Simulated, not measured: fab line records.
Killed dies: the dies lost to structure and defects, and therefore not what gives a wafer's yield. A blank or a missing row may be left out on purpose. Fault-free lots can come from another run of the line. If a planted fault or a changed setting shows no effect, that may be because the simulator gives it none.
A lot that was struck, set against a sound lot	flow n5Finfet	38 steps out of a route of 1938
Sound: the wafers L739.2, L739.4, L739.5. Struck: wafer L732.1. (L732.3 of the same lot was not struck and is left out.) The cause comes at the end.
At each step with rows: each side's tool, then ch and its chambers, then its first start. Under that, the readings that differ: sound wafers	struck wafers	difference of the means	sigmas: that difference in standard deviations of wafers without a fault.
alike: readings with means less than 2 such deviations apart, plus words and numbers identical on both sides. not compared: withheld readings, readings lacking a value on some wafer, bounds such as >300 that could conceal the same value, and numbers that have no deviation in the record and whose values overlap.
Wherever a step has rows on one side only, a row that says differs or no value, or a row with sigmas, the two part there. Numbers that don't overlap but have no deviation are shown without sigmas and don't part them. A reading missing from all wafers of one side parts the sides only when that side holds two or more wafers.

first, 9 steps without rows for these wafers: N5_BEOL_M4_ANNEAL_95 (time 240 s); N5_BEOL_M4_SPUTTER_96 (material Cu, target thk 4.5 nm, time 8.29 s); N5_BEOL_M4_ECD_50 (material Cu, target thk 300 nm); N5_BEOL_M4_ANNEAL_51 (time 90 s); N5_BEOL_M4_CMP_52 (polishes, stops on SiOC, t overpolish 6.8 s, target thk 40 nm); N5_BEOL_M4_PRE_CLEAN_60 (time 15 s); N5_BEOL_M4_CO_CAP_55 (material Co, precursor CCTBA/H2, target thk 2 nm, time 102.1 s); N5_BEOL_M4_PRE_CLEAN_56 (time 15 s); N5_BEOL_M4_DEP_57 (deposits SiCN from 3MS/NH3, target thk 8 nm, time 14 s).
N5_BEOL_M4_RC_MEAS_101:
  sound on prober-01 ch 0, day 12 04:56; struck on prober-01 ch 0, day 10 13:50
  alike: DIBL_N, DIBL_P, IOFF_N, IOFF_P, ION_N, ION_P, SS_N, SS_P, VT_N, VT_P
then, 24 steps without rows for these wafers: N5_BEOL_M5_ILD_DEP_00 (deposits SiCOH lowk from DEMS/porogen, target thk 140.64 nm, time 25.9 s); N5_BEOL_M5_CURE_79 (cures SiCOH lowk, time 240 s); N5_BEOL_M5_PECVD_70 (deposits SiO2 from TEOS/O2, target thk 16 nm, time 18 s); N5_BEOL_M5_HM_DEP_02 (deposits TiN, target thk 20 nm); N5_BEOL_M5_COAT_59 (time 60 s, resist thk 60 nm); N5_BEOL_M5_COAT_60 (time 60 s, resist thk 12 nm); N5_BEOL_M5_COAT_71 (time 60 s, resist thk 5 nm); N5_BEOL_M5_COAT_05 (resist thk 30 nm); N5_BEOL_M5_EBR_07; N5_BEOL_M5_SOFTBAKE_06 (time 60 s); N5_BEOL_M5_EXPOSE_08 (exposes mask M5, target cd 28 nm); N5_BEOL_M5_PEB_09 (peb time 60 s); N5_BEOL_M5_DEVELOP_10 (develop time 30 s); N5_BEOL_M5_DESCUM_16 (chemistry O2, time 7 s); N5_BEOL_M5_ETCH_72 (etches underlayer in N2/H2, target depth 6.5 nm, time 5.2 s); N5_BEOL_M5_ETCH_61 (etches SiARC in CF4, target depth 15.6 nm, time 26 s); N5_BEOL_M5_ETCH_62 (etches SOC in N2/H2, target depth 75 nm, overetch 15 nm, time 112.5 s); N5_BEOL_M5_STRIP_63 (strips in N2/H2); N5_BEOL_M5_STRIP_73 (strips in N2/H2); N5_BEOL_M5_STRIP_64 (strips in CF4); N5_BEOL_M5_HM_OPEN_17 (chemistry Cl2/BCl3, target TiN, target depth 20 nm, overetch 6 nm); N5_BEOL_M5_STRIP_19 (strips in O2); N5_BEOL_M5_COAT_65 (time 60 s, resist thk 60 nm); N5_BEOL_M5_COAT_66 (time 60 s, resist thk 12 nm).
N5_BEOL_M7_ILD_DEP_00: deposits SiCOH lowk from DEMS/porogen, target thk 179.75 nm, time 33.4 s.
  sound on pecvd-01 ch 0,1, day 13 01:53; struck on pecvd-02 ch 0, day 11 12:37
reading	sound	struck	difference	sigmas
model.SiCOH_lowk_of_BEOL_M7_ILD_DEP_00.thkNm (nm)	178.8 180.4 181.8	105.8	-74.5	
  alike: heaterPowerW, showerheadPlenumPTorr, throttleValvePct
  not compared: susceptorTempC
N5_BEOL_M7_THK_MEAS_01:
  sound: filmMetro-01 at day 13 02:33; struck: filmMetro-02 at day 11 13:11
reading	sound	struck	difference	sigmas
M7_ILD_THK (nm)	154.1 155.6 156.8	90.8	-64.7	-32
N5_BEOL_M7_CMP_52: polishes, stops on SiCOH lowk, t overpolish 6.9 s, target thk 80 nm.
  sound on cmp-01 ch 1,3, day 13 10:08; struck on cmp-03 ch 2, day 11 21:11
reading	sound	struck	difference	sigmas
model.SiCOH_lowk_of_BEOL_M7_ILD_DEP_00.thkNm (nm)	151.2 152.6 153.8	87.8	-64.7	
  alike: motorCurrentA
-- here the record skips 3 days between the struck wafers' starts before and after, leaving off in module BEOL_M7 and picking up in module PASSIVATION (first step shown: number 1936 of the route) --
N5_PASSIVATION_PROBE_49:
  record: rows for the struck wafers here (prober-02, day 14 23:26), none for the sound ones

== WHERE THEY PART ==
Earliest at N5_BEOL_M7_THK_MEAS_01; latest, in this record, at N5_PASSIVATION_PROBE_49.

WHY: what the simulator had put in
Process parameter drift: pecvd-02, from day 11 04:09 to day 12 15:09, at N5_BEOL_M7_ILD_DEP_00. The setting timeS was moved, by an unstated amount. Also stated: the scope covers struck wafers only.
